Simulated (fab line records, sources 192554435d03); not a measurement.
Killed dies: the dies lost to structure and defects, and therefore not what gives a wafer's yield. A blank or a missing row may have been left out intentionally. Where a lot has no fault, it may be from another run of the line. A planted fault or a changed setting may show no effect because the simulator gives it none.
fab line records	flow n5_finfet
record lots=7	wafers=21
route steps=1938 shown BEOL_M0_SAQP@632 BEOL_M0@715 BEOL_M1@794 BEOL_M2@879 BEOL_M3@938 BEOL_M5@1142 BEOL_M7@1267
start_h: the number of hours between the record's first day and the start of the first shown wafer of the lot	wait_h: hours elapsed since this lot's preceding step	" same as the row above	L1.1+2: a row that stands for several wafers	- no value present, or no start provided	* or withheld: withheld	< > ~ a bound
route shown NAME@n: names a module that has steps shown in the file, with the first one's number in the route	usual: mean/standard deviation taken from wafers without a fault	same: alike in all rows	chamber/n: place in a boat	sites: each site's reading	_std_site: the values' standard deviation	_edge_site: the outer-site mean with the inner-site mean subtracted	radius_mm: for every site, how far away it sits from the centre of the wafer	mask NAME#n: copy n	behind: the most recent tool/chamber to have shaped the wafer	hold: why the lot went on hold/how many hours it stayed there/how the hold came to an end	device: the n, p or np transistor that did not switch	end of line: tests run on the same wafers once the route is complete	where a step has no rows: the recipe by itself	killed: dies lost to structure and defects at the first sort, not the wafer's yield	map: a wafer's dies, x killed, . not, _ none there
set.NAME: setting as actually run; set.NAME@STEP: the setting as run at that earlier step	model.NAME: the simulator's own value behind a step, which no gauge read
one table per step and one row per wafer, for lots whose settings were changed on purpose
## steps
# step N5_BEOL_M0_SAQP_PECVD_00
# recipe material=SiCN	target_thk_a=80	temp_c=withheld	precursor=3MS/NH3	pressure_torr=3	rf_w=202	time_s=14
lot.wafer	tool	chamber	start_h	wait_h	set.time_s	model.SiCN_of_BEOL_M0_SAQP_PECVD_00.thk_nm
L078.1+6	pecvd-01	1,0	127.90	0.2	14	8
L078.3	"	0	"	"	15.64	8.8
L079.1	pecvd-04	1	135.82	0.2	15.34	8.6
L079.3	"	2	"	"	15.34	8.8
L079.6	"	1	"	"	14	8
L081.3	pecvd-03	0	150.80	0.1	14	8
L081.5+6	"	0,2	"	"	15.24	8.8
L088.1	pecvd-01	1	187.73	0.2	14	8
L088.3+4	"	2,0	"	"	14	8.2
L090.2	pecvd-03	1	202.77	0.2	14	7.8
L090.4	"	0	"	"	15.49	8.8
L090.5	"	1	"	"	14	8
L092.1+3+5	pecvd-01	1,0,0	216.24	0.2	14	8
L095.1	pecvd-01	0	229.97	0.2	14	8
L095.3+6	"	1,0	"	"	12.06	7
# step N5_BEOL_M0_SAQP_PECVD_97
# recipe material=SiNx	target_thk_a=230	temp_c=350	precursor=SiH4/NH3/N2	pressure_torr=1.5	rf_w=300	time_s=19.9
lot.wafer	tool	chamber	start_h	wait_h	set.time_s	model.SiNx_of_BEOL_M0_SAQP_PECVD_97.thk_nm
L078.1	pecvd-04	0	129.29	0.0	19.9	23.2
L078.3	"	2	"	"	19.9	22.8
L078.6	"	0	"	"	19.9	23
L079.1+3	pecvd-03	2,1	136.78	0.0	18.98	22
L079.6	"	2	"	"	19.9	23
L081.3	pecvd-01	1	154.66	0.0	19.9	22.8
L081.5	"	0	"	"	18.44	21.4
L081.6	"	1	"	"	19.9	23.2
L088.1+4	pecvd-03	0,1	190.49	0.0	19.9	23.2
L088.3	"	2	"	"	19.9	23
L090.2	pecvd-01	2	204.45	0.0	19.9	22.8
L090.4	"	1	"	"	22.48	26.2
L090.5	"	2	"	"	22.48	26.4
L092.1	pecvd-03	0	216.97	0.0	19.9	22.8
L092.3	"	1	"	"	19.9	23.2
L092.5	"	1	"	"	22.52	26.8
L095.1+3	pecvd-04	0,2	230.79	0.0	17.66	20.6
L095.6	"	1	"	"	19.9	23.2
# step N5_BEOL_M0_ETCH_138
# recipe chemistry=CH3F/O2	target_depth_a=120	target=SiCN	time_s=31.6	ion_energy_ev=120	pressure_mtorr=30	source_w=395	bias_w=75	Ar_flow_sccm=150	CH3F_flow_sccm=30	O2_flow_sccm=20	ends=cleared
# usual rf_vpp_V=297.1/2
lot.wafer	tool	chamber	start_h	wait_h	set.source_w	rf_vpp_V
L078.1	rie_diel-01	0	135.66	0.0	395	295.5
L078.3	"	2	"	"	395	294.3
L078.6	"	1	"	"	395	295.1
L079.1	rie_diel-02	0	143.71	0.0	357.5	310.1
L079.3	"	3	"	"	395	296.9
L079.6	"	2	"	"	357.5	306.4
L081.3	rie_diel-02	1	160.73	0.0	395	300.8
L081.5	"	2	"	"	395	297.0
L081.6	"	3	"	"	439.8	285.6
L088.1	rie_diel-02	0	197.32	0.0	395	299.3
L088.3	"	3	"	"	395	295.7
L088.4	"	3	"	"	395	296.9
L090.2	rie_diel-02	2	214.27	0.0	395	297.3
L090.4	"	3	"	"	395	297.6
L090.5	"	2	"	"	395	296.4
L092.1	rie_diel-01	3	225.23	0.0	359.6	306.1
L092.3	"	0	"	"	395	294.7
L092.5	"	3	"	"	359.6	306.5
L095.1	rie_diel-01	2	237.45	0.0	364.3	301.8
L095.3	"	3	"	"	395	297.0
L095.6	"	3	"	"	364.3	304.6
# step N5_BEOL_M1_ETCH_70
# recipe chemistry=N2/H2	target=SOC	target_depth_a=800	overetch_a=160	mask_material=SiARC	temp_c=40	time_s=120	ion_energy_ev=200	pressure_mtorr=30	source_w=840	bias_w=150	n2_flow_sccm=200	h2_flow_sccm=200
lot.wafer	tool	chamber	start_h	wait_h	set.time_s	model.SiARC_of_BEOL_M1_COAT_68.thk_nm
L078.1	rie_diel-05	3	144.82	0.0	120	6.4
L078.3+6	"	1	"	"	120	6.6
L079.1	rie_diel-05	2	157.33	0.0	120	6.4
L079.3	"	0	"	"	128.4	6.2
L079.6	"	3	"	"	120	6.6
L081.3	rie_diel-05	2	172.40	0.0	107.9	7
L081.5+6	"	0,3	"	"	120	6.4
L088.1	rie_diel-05	0	215.38	0.0	120	6.4
L088.3+4	"	3,1	"	"	120	6.6
L090.2+5	rie_diel-05	2,0	223.17	0.0	120	6.4
L090.4	"	3	"	"	145.3	5.4
L092.1	rie_diel-04	1	236.61	0.0	120	6.4
L092.3+5	"	3	"	"	120	6.6
L095.1	rie_diel-04	3	261.07	0.0	141.8	5.6
L095.3+6	"	0,2	"	"	120	6.4
# step N5_BEOL_M1_TRENCH_ETCH_37
# recipe chemistry=C4F6/O2	target_depth_a=552.07	target=SiOC	time_s=29	ion_energy_ev=250	pressure_mtorr=30	source_w=355	bias_w=185	Ar_flow_sccm=300	C4F6_flow_sccm=10	O2_flow_sccm=10
# usual rf_vpp_V=667/6.7
lot.wafer	tool	chamber	start_h	wait_h	set.source_w	rf_vpp_V	model.BEOL_M1.feature_depth_nm	model.etch.depth_nm
L078.1	rie_diel-05	3	-	-	355	666	55.2	55.15
L078.3	"	1	"	"	355	654	54.8	54.8
L078.6	"	1	"	"	355	652	54.8	54.75
L079.1	rie_diel-05	2	-	-	325.3	711	53.2	53.11
L079.3	"	0	"	"	355	671	54.2	54.25
L079.6	"	3	"	"	355	665	54.6	54.59
L081.3	rie_diel-05	2	-	-	415.1	630	57.6	57.69
L081.5	"	0	"	"	415.1	621	57.8	57.74
L081.6	"	3	"	"	355	666	54.2	54.12
L088.1	rie_diel-05	0	-	-	355	670	55.2	55.16
L088.3	"	3	"	"	355	666	55.2	55.11
L088.4	"	1	"	"	355	653	54.8	54.81
L090.2	rie_diel-05	2	-	-	355	680	55.6	55.59
L090.4	"	3	"	"	355	665	54.4	54.44
L090.5	"	0	"	"	355	671	55.4	55.32
L092.1	rie_diel-04	1	-	-	320.9	696	53.4	53.41
L092.3	"	3	"	"	320.9	706	51.2	51.29
L092.5	"	3	"	"	355	672	53	53.07
L095.1	rie_diel-04	3	-	-	306.1	724	51	50.97
L095.3	"	0	"	"	306.1	715	52	51.92
L095.6	"	2	"	"	355	669	56	56.08
# step N5_BEOL_M1_ETCH_41
# recipe chemistry=CH3F/O2	target=SiCN	target_depth_a=319	taper_deg=2	time_s=57.8	ion_energy_ev=120	mask_material=TiN	pressure_mtorr=30	source_w=395	bias_w=75	Ar_flow_sccm=150	CH3F_flow_sccm=30	O2_flow_sccm=20
# step N5_BEOL_M1_STRIP_97
# recipe chemistry=N2/H2	time_s=10	power_w=450	temp_c=40	pressure_mtorr=20	rf_frequency_hz=6e+07	bias_power_w=7	n2_flow_sccm=200	h2_flow_sccm=200
# step N5_BEOL_M1_OCD_MEAS_38
# usual trench_depth_nm=55.1/0.91
lot.wafer	tool	chamber	start_h	wait_h	set.source_w@BEOL_M1_TRENCH_ETCH_37	trench_depth_nm
L078.1	ocd-02	-	145.18	-	355	55.8
L078.3	"	-	"	"	355	54.6
L078.6	"	-	"	"	355	54.7
L079.1	ocd-01	-	157.69	-	325.3	53.1
L079.3	"	-	"	"	355	54.5
L079.6	"	-	"	"	355	54.4
L081.3	ocd-02	-	172.76	-	415.1	58.2
L081.5	"	-	"	"	415.1	57.4
L081.6	"	-	"	"	355	54.1
L088.1	ocd-01	-	215.74	-	355	54.8
L088.3	"	-	"	"	355	55.2
L088.4	"	-	"	"	355	54.3
L090.2	ocd-02	-	223.52	-	355	55.4
L090.4	"	-	"	"	355	54.4
L090.5	"	-	"	"	355	55.1
L092.1	ocd-02	-	236.97	-	320.9	53.4
L092.3	"	-	"	"	320.9	50.8
L092.5	"	-	"	"	355	53.7
L095.1	ocd-02	-	261.43	-	306.1	50.8
L095.3	"	-	"	"	306.1	52.3
L095.6	"	-	"	"	355	56.2
# step N5_BEOL_M2_DESCUM_33
# recipe chemistry=O2	time_s=7	source_power_w=50	bias_power_w=20	pressure_mtorr=20	rf_frequency_hz=2.712e+07	temp_c=40	resist=CAR-EUV	o2_flow_sccm=225
lot.wafer	tool	chamber	start_h	wait_h	set.time_s	model.CAR-EUV_of_BEOL_M2_COAT_22.thk_nm
L078.1	rie_diel-02	0	151.38	0.1	7	26
L078.3	"	1	"	"	5.476	27
L078.6	"	3	"	"	5.476	26.8
L079.1	rie_diel-06	2	165.07	0.0	7	26
L079.3+6	"	0	"	"	7	26.2
L081.3+5+6	rie_diel-01	3,0,3	181.40	0.1	7	26.2
L088.1+3+4	rie_diel-06	0,2,1	223.09	0.0	7	26
L090.2+5	rie_diel-02	0,1	230.01	0.2	7	25.8
L090.4	"	3	"	"	7.709	25.4
L092.1+3+5	rie_diel-01	1,3,2	244.34	0.3	7	26.2
L095.1+3+6	rie_diel-06	1,3,0	267.72	0.0	7	26
# step N5_BEOL_M2_ETCH_77
# recipe chemistry=N2/H2	target=underlayer	target_depth_a=65	mask_material=CAR-EUV	time_s=5.2	ion_energy_ev=200	pressure_mtorr=30	source_w=840	bias_w=150	n2_flow_sccm=200	h2_flow_sccm=200	ends=cleared
lot.wafer	tool	chamber	start_h	wait_h	set.time_s@BEOL_M2_DESCUM_33	model.CAR-EUV_of_BEOL_M2_COAT_22.thk_nm
L078.1	rie_diel-02	0	151.41	0.0	7	20.4
L078.3	"	1	"	"	5.476	21.2
L078.6	"	3	"	"	5.476	21
L079.1+3+6	rie_diel-06	2,0,0	165.11	0.0	7	20.4
L081.3+5+6	rie_diel-01	3,0,3	181.44	0.0	7	20.4
L088.1+3+4	rie_diel-06	0,2,1	223.12	0.0	7	20.4
L090.2+5	rie_diel-02	0,1	230.04	0.0	7	20
L090.4	"	3	"	"	7.709	19.8
L092.1+3+5	rie_diel-01	1,3,2	244.37	0.0	7	20.4
L095.1+6	rie_diel-06	1,0	267.75	0.0	7	20.4
L095.3	"	3	"	"	7	20.2
# step N5_BEOL_M2_ETCH_69
# recipe chemistry=CF4	target=SiARC	target_depth_a=156	mask_material=CAR-EUV	time_s=26	ion_energy_ev=80	pressure_mtorr=40	source_w=545	bias_w=36	Ar_flow_sccm=100	cf4_flow_sccm=100	ends=cleared
lot.wafer	tool	chamber	start_h	wait_h	set.time_s@BEOL_M2_DESCUM_33	model.CAR-EUV_of_BEOL_M2_COAT_22.thk_nm
L078.1	rie_diel-02	0	151.43	0.0	7	11.2
L078.3	"	1	"	"	5.476	12
L078.6	"	3	"	"	5.476	11.8
L079.1+3+6	rie_diel-06	2,0,0	165.12	0.0	7	11.2
L081.3+5+6	rie_diel-01	3,0,3	181.45	0.0	7	11.2
L088.1+3+4	rie_diel-06	0,2,1	223.14	0.0	7	11.2
L090.2+5	rie_diel-02	0,1	230.06	0.0	7	10.8
L090.4	"	3	"	"	7.709	10.4
L092.1+3+5	rie_diel-01	1,3,2	244.39	0.0	7	11.2
L095.1+3	rie_diel-06	1,3	267.77	0.0	7	11
L095.6	"	0	"	"	7	11.2
# step N5_BEOL_M2_ALD_98
# recipe material=SiO2	target_thk_a=25	temp_c=100	ald_precursor_family=BDEAS	ald_co_reactant=O2-plasma	pulse_time_s=1	co_reactant_pulse_time_s=1	purge_time_s=2	co_reactant_purge_time_s=2	ald_cycles=17	pressure_torr=2
# step N5_BEOL_M2_ETCHBACK_99
# recipe chemistry=CHF3	target=SiO2	target_depth_a=50	time_s=10.4	source_w=215	bias_w=47	Ar_flow_sccm=200	CHF3_flow_sccm=12	ion_energy_ev=100	pressure_mtorr=30
lot.wafer	tool	chamber	start_h	wait_h	set.time_s@BEOL_M2_DESCUM_33	model.CAR-EUV_of_BEOL_M2_COAT_22.thk_nm
L078.1	rie_diel-02	3	154.04	2.5	7	10.4
L078.3+6	"	0,2	"	"	5.476	11.2
L079.1	rie_diel-02	1	166.39	0.1	7	10.4
L079.3+6	"	2,0	"	"	7	10.6
L081.3+6	rie_diel-06	3	200.54	17.8	7	10.4
L081.5	"	0	"	"	7	10.6
L088.1+3+4	rie_diel-06	2,3,0	231.80	8.5	7	10.4
L090.2	rie_diel-06	3	240.09	9.9	7	10
L090.4	"	0	"	"	7.709	9.8
L090.5	"	2	"	"	7	10.2
L092.1+3+5	rie_diel-01	1,2,3	245.29	0.8	7	10.4
L095.1+3+6	rie_diel-06	2,0,0	274.24	5.8	7	10.4
# step N5_BEOL_M2_TRENCH_ETCH_37
# recipe chemistry=C4F6/O2	target_depth_a=555.55	target=SiOC	time_s=29.2	ion_energy_ev=250	pressure_mtorr=30	source_w=355	bias_w=185	Ar_flow_sccm=300	C4F6_flow_sccm=10	O2_flow_sccm=10
# usual rf_vpp_V=666/5.1
lot.wafer	tool	chamber	start_h	wait_h	set.bias_w	rf_vpp_V
L078.1	rie_diel-02	3	-	-	185	663
L078.3	"	0	"	"	185	669
L078.6	"	2	"	"	185	672
L079.1	rie_diel-02	1	-	-	208.9	734
L079.3	"	2	"	"	208.9	743
L079.6	"	0	"	"	208.9	739
L081.3	rie_diel-06	3	-	-	185	673
L081.5	"	0	"	"	168.2	620
L081.6	"	3	"	"	185	671
L088.1	rie_diel-06	2	-	-	185	664
L088.3	"	3	"	"	185	672
L088.4	"	0	"	"	185	667
L090.2	rie_diel-06	3	-	-	211	746
L090.4	"	0	"	"	211	741
L090.5	"	2	"	"	185	666
L092.1	rie_diel-01	1	-	-	185	659
L092.3	"	2	"	"	185	658
L092.5	"	3	"	"	185	665
L095.1	rie_diel-06	2	-	-	185	665
L095.3	"	0	"	"	185	668
L095.6	"	0	"	"	185	668
# step N5_BEOL_M3_COAT_05
# recipe resist=CAR-EUV	spin_rpm=1500	resist_thk_nm=30
lot.wafer	tool	chamber	start_h	wait_h	set.spin_rpm	model.CAR-EUV_of_BEOL_M3_COAT_05.thk_nm
L078.1	litho_track-02	0	-	-	1500	30.2
L078.3+6	"	0	"	"	1500	30
L079.1	litho_track-02	0	-	-	1500	29.8
L079.3+6	"	0	"	"	1356	31.4
L081.3+6	litho_track-04	0	-	-	1500	30
L081.5	"	0	"	"	1370	31.6
L088.1+4	litho_track-05	0	-	-	1500	30.2
L088.3	"	0	"	"	1500	30
L090.2	litho_track-02	0	-	-	1500	30
L090.4+5	"	0	"	"	1427	30.8
L092.1	litho_track-05	0	-	-	1650	28.6
L092.3	"	0	"	"	1500	29.8
L092.5	"	0	"	"	1650	28.4
L095.1+6	litho_track-05	0	-	-	1500	30
L095.3	"	0	"	"	1500	30.2
# step N5_BEOL_M3_EBR_07
# recipe solvent=PGMEA	ebr_width_mm=1.5
# step N5_BEOL_M3_SOFTBAKE_06
# recipe temp_c=110	time_s=60	resist=CAR-EUV
# step N5_BEOL_M3_EXPOSE_08
# recipe mask_id=M3	na=0.33	source_shape=dipole	sigma_inner=0.369	sigma_outer=0.767	polarization=unpolarized	dose_mj=33
# step N5_BEOL_M3_PEB_09
# recipe peb_temp_c=100	peb_time_s=60	resist=CAR-EUV
# step N5_BEOL_M3_DEVELOP_10
# recipe develop_time_s=30	developer=TMAH	resist=CAR-EUV	rinse_liquid=surfactant_rinse	dry=air_spin	dev_temp_c=23
lot.wafer	tool	chamber	start_h	wait_h	set.spin_rpm@BEOL_M3_COAT_05	model.CAR-EUV_of_BEOL_M3_COAT_05.thk_nm
L078.1+6	litho_track-02	0	-	-	1500	29.6
L078.3	"	0	"	"	1500	29.4
L079.1	litho_track-04	0	-	-	1500	29.4
L079.3+6	"	0	"	"	1356	31
L081.3+6	litho_track-02	0	-	-	1500	29.6
L081.5	"	0	"	"	1370	31
L088.1+3+4	litho_track-02	0	-	-	1500	29.6
L090.2	litho_track-05	0	-	-	1500	29.6
L090.4+5	"	0	"	"	1427	30.4
L092.1	litho_track-02	0	-	-	1650	28.2
L092.3	"	0	"	"	1500	29.4
L092.5	"	0	"	"	1650	28
L095.1+6	litho_track-02	0	-	-	1500	29.4
L095.3	"	0	"	"	1500	29.6
# step N5_BEOL_M5_COAT_22
# recipe resist=CAR-EUV	spin_rpm=1500	resist_thk_nm=30
lot.wafer	tool	chamber	start_h	wait_h	set.spin_rpm	model.CAR-EUV_of_BEOL_M5_COAT_22.thk_nm
L078.1	litho_track-04	0	-	-	1359	31.8
L078.3	"	0	"	"	1359	31.6
L078.6	"	0	"	"	1500	30
L079.1+6	litho_track-02	0	-	-	1573	29.2
L079.3	"	0	"	"	1500	30
L081.3	litho_track-03	0	-	-	1543	29.6
L081.5+6	"	0	"	"	1500	30
L088.1+3+4	litho_track-04	0	-	-	1500	30.2
L090.2+4	litho_track-04	0	-	-	1500	30
L090.5	"	0	"	"	1500	30.2
L092.1	litho_track-04	0	-	-	1612	29
L092.3+5	"	0	"	"	1500	30
L095.1	litho_track-04	0	-	-	1500	30.2
L095.3	"	0	"	"	1500	30
L095.6	"	0	"	"	1451	30.6
# step N5_BEOL_M5_EBR_24
# recipe solvent=PGMEA	ebr_width_mm=1.5
# step N5_BEOL_M5_SOFTBAKE_23
# recipe temp_c=110	time_s=60	resist=CAR-EUV
# step N5_BEOL_M5_EXPOSE_25
# recipe mask_id=V4	na=0.33	source_shape=quasar	sigma_inner=0.2	sigma_outer=0.6	polarization=unpolarized	defocus_nm=10	dose_mj=52.75
# step N5_BEOL_M5_PEB_26
# recipe peb_temp_c=100	peb_time_s=60	resist=CAR-EUV
# step N5_BEOL_M5_DEVELOP_27
# recipe develop_time_s=30	developer=TMAH	resist=CAR-EUV	rinse_liquid=surfactant_rinse	dry=air_spin	dev_temp_c=23
lot.wafer	tool	chamber	start_h	wait_h	set.spin_rpm@BEOL_M5_COAT_22	model.CAR-EUV_of_BEOL_M5_COAT_22.thk_nm
L078.1+3	litho_track-04	0	-	-	1359	31.2
L078.6	"	0	"	"	1500	29.6
L079.1+6	litho_track-04	0	-	-	1573	28.8
L079.3	"	0	"	"	1500	29.4
L081.3	litho_track-02	0	-	-	1543	29
L081.5	"	0	"	"	1500	29.4
L081.6	"	0	"	"	1500	29.6
L088.1	litho_track-02	0	-	-	1500	29.6
L088.3+4	"	0	"	"	1500	29.8
L090.2+4+5	litho_track-04	0	-	-	1500	29.6
L092.1	litho_track-04	0	-	-	1612	28.6
L092.3	"	0	"	"	1500	29.6
L092.5	"	0	"	"	1500	29.4
L095.1+3	litho_track-03	0	-	-	1500	29.6
L095.6	"	0	"	"	1451	30.2
# step N5_BEOL_M5_DESCUM_33
# recipe chemistry=O2	time_s=7	source_power_w=50	bias_power_w=20	pressure_mtorr=20	rf_frequency_hz=2.712e+07	temp_c=40	resist=CAR-EUV	o2_flow_sccm=225
lot.wafer	tool	chamber	start_h	wait_h	set.spin_rpm@BEOL_M5_COAT_22	model.CAR-EUV_of_BEOL_M5_COAT_22.thk_nm
L078.1	rie_diel-03	3	187.18	0.1	1359	27.8
L078.3	"	0	"	"	1359	27.6
L078.6	"	0	"	"	1500	26
L079.1+6	rie_diel-03	1,3	209.64	0.0	1573	25.2
L079.3	"	2	"	"	1500	26
L081.3	rie_diel-05	3	228.62	0.0	1543	25.6
L081.5+6	"	0,1	"	"	1500	26
L088.1+3+4	rie_diel-04	3,0,1	272.75	0.3	1500	26.2
L090.2+4+5	rie_diel-05	3,3,2	287.35	0.2	1500	26.2
L092.1	rie_diel-05	3	293.88	0.5	1612	25
L092.3	"	2	"	"	1500	26.2
L092.5	"	2	"	"	1500	26
L095.1	rie_diel-05	0	304.95	0.1	1500	26.2
L095.3	"	1	"	"	1500	26
L095.6	"	2	"	"	1451	26.6
# step N5_BEOL_M5_ETCH_68
# recipe chemistry=N2/H2	target=SOC	target_depth_a=800	overetch_a=160	mask_material=SiARC	temp_c=40	time_s=120	ion_energy_ev=200	pressure_mtorr=30	source_w=840	bias_w=150	n2_flow_sccm=200	h2_flow_sccm=200
lot.wafer	tool	chamber	start_h	wait_h	set.time_s	model.SiARC_of_BEOL_M5_COAT_66.thk_nm
L078.1+3+6	rie_diel-03	3,0,0	187.26	0.0	120	6.2
L079.1	rie_diel-03	1	209.72	0.0	120	6.4
L079.3	"	2	"	"	120	6.2
L079.6	"	3	"	"	110.9	6.6
L081.3+6	rie_diel-05	3,1	228.70	0.0	120	6.6
L081.5	"	0	"	"	93.71	7.6
L088.1+3	rie_diel-04	3,0	272.83	0.0	120	6.6
L088.4	"	1	"	"	120	6.4
L090.2	rie_diel-05	3	287.43	0.0	94.23	7.6
L090.4	"	3	"	"	120	6.6
L090.5	"	2	"	"	120	6.4
L092.1	rie_diel-05	3	293.96	0.0	120	6.6
L092.3	"	2	"	"	120	6.4
L092.5	"	2	"	"	135.4	5.6
L095.1	rie_diel-05	0	305.03	0.0	127.5	6
L095.3	"	1	"	"	127.5	6.2
L095.6	"	2	"	"	120	6.4
# step N5_BEOL_M7_HM_DEP_02
# recipe material=TiN	target_thk_a=200	temp_c=25	chamber_pressure_pa=0.49996
lot.wafer	tool	chamber	start_h	wait_h	set.target_thk_a	model.TiN_of_BEOL_M7_HM_DEP_02.thk_nm
L078.1+3	pvd_sputter-02	-	206.61	1.9	200	20.2
L078.6	"	-	"	"	200	20.4
L079.1	pvd_sputter-01	-	227.43	1.6	200	20
L079.3+6	"	-	"	"	190.4	18.8
L081.3+6	pvd_sputter-01	-	246.06	0.9	200	20
L081.5	"	-	"	"	200	20.2
L088.1+3+4	pvd_sputter-03	-	290.22	1.3	200	20
L090.2+4	pvd_sputter-02	-	309.19	1.4	200	20
L090.5	"	-	"	"	177.2	17.8
L092.1	pvd_sputter-01	-	318.06	2.2	181.5	17.8
L092.3	"	-	"	"	200	19.8
L092.5	"	-	"	"	181.5	18
L095.1+3	pvd_sputter-03	-	325.20	0.7	200	20
L095.6	"	-	"	"	200	19.8
## key
split step=N5_BEOL_M0_SAQP_PECVD_00	setting=time_s	stated=14	by=wafer
response step=N5_BEOL_M0_SAQP_PECVD_00	reading=model.SiCN_of_BEOL_M0_SAQP_PECVD_00.thk_nm	change=+0.0761	per=1%	r=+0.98
split step=N5_BEOL_M0_SAQP_PECVD_97	setting=time_s	stated=19.9	by=wafer
response step=N5_BEOL_M0_SAQP_PECVD_97	reading=model.SiNx_of_BEOL_M0_SAQP_PECVD_97.thk_nm	change=+0.26	per=1%	r=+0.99
split step=N5_BEOL_M0_ETCH_138	setting=source_w	stated=395	by=wafer
response step=N5_BEOL_M0_ETCH_138	reading=rf_vpp_V	change=-1.14	per=1%	r=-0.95
split step=N5_BEOL_M1_ETCH_70	setting=time_s	stated=120	by=wafer
response step=N5_BEOL_M1_ETCH_70	reading=model.SiARC_of_BEOL_M1_COAT_68.thk_nm	change=-0.0473	per=1%	r=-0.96
split step=N5_BEOL_M1_TRENCH_ETCH_37	setting=source_w	stated=355	by=wafer
response step=N5_BEOL_M1_TRENCH_ETCH_37	reading=rf_vpp_V	change=-3.17	per=1%	r=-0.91
response step=N5_BEOL_M1_TRENCH_ETCH_37	reading=model.BEOL_M1.feature_depth_nm	change=+0.216	per=1%	r=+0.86
response step=N5_BEOL_M1_TRENCH_ETCH_37	reading=model.etch.depth_nm	change=+0.223	per=1%	r=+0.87
response step=N5_BEOL_M1_OCD_MEAS_38	reading=trench_depth_nm	change=+0.239	per=1%	r=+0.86
split step=N5_BEOL_M2_DESCUM_33	setting=time_s	stated=7	by=wafer
response step=N5_BEOL_M2_DESCUM_33	reading=model.CAR-EUV_of_BEOL_M2_COAT_22.thk_nm	change=-0.041	per=1%	r=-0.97
response step=N5_BEOL_M2_ETCH_77	reading=model.CAR-EUV_of_BEOL_M2_COAT_22.thk_nm	change=-0.0299	per=1%	r=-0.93
response step=N5_BEOL_M2_ETCH_69	reading=model.CAR-EUV_of_BEOL_M2_COAT_22.thk_nm	change=-0.0335	per=1%	r=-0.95
response step=N5_BEOL_M2_ETCHBACK_99	reading=model.CAR-EUV_of_BEOL_M2_COAT_22.thk_nm	change=-0.0355	per=1%	r=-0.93
split step=N5_BEOL_M2_TRENCH_ETCH_37	setting=bias_w	stated=185	by=wafer
response step=N5_BEOL_M2_TRENCH_ETCH_37	reading=rf_vpp_V	change=+5.6	per=1%	r=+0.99
split step=N5_BEOL_M3_COAT_05	setting=spin_rpm	stated=1500	by=wafer
response step=N5_BEOL_M3_COAT_05	reading=model.CAR-EUV_of_BEOL_M3_COAT_05.thk_nm	change=-0.159	per=1%	r=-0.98
response step=N5_BEOL_M3_DEVELOP_10	reading=model.CAR-EUV_of_BEOL_M3_COAT_05.thk_nm	change=-0.153	per=1%	r=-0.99
split step=N5_BEOL_M5_COAT_22	setting=spin_rpm	stated=1500	by=wafer
response step=N5_BEOL_M5_COAT_22	reading=model.CAR-EUV_of_BEOL_M5_COAT_22.thk_nm	change=-0.161	per=1%	r=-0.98
response step=N5_BEOL_M5_DEVELOP_27	reading=model.CAR-EUV_of_BEOL_M5_COAT_22.thk_nm	change=-0.15	per=1%	r=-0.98
response step=N5_BEOL_M5_DESCUM_33	reading=model.CAR-EUV_of_BEOL_M5_COAT_22.thk_nm	change=-0.165	per=1%	r=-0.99
split step=N5_BEOL_M5_ETCH_68	setting=time_s	stated=120	by=wafer
response step=N5_BEOL_M5_ETCH_68	reading=model.SiARC_of_BEOL_M5_COAT_66.thk_nm	change=-0.0509	per=1%	r=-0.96
split step=N5_BEOL_M7_HM_DEP_02	setting=target_thk_a	stated=200	by=wafer
response step=N5_BEOL_M7_HM_DEP_02	reading=model.TiN_of_BEOL_M7_HM_DEP_02.thk_nm	change=+0.203	per=1%	r=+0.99
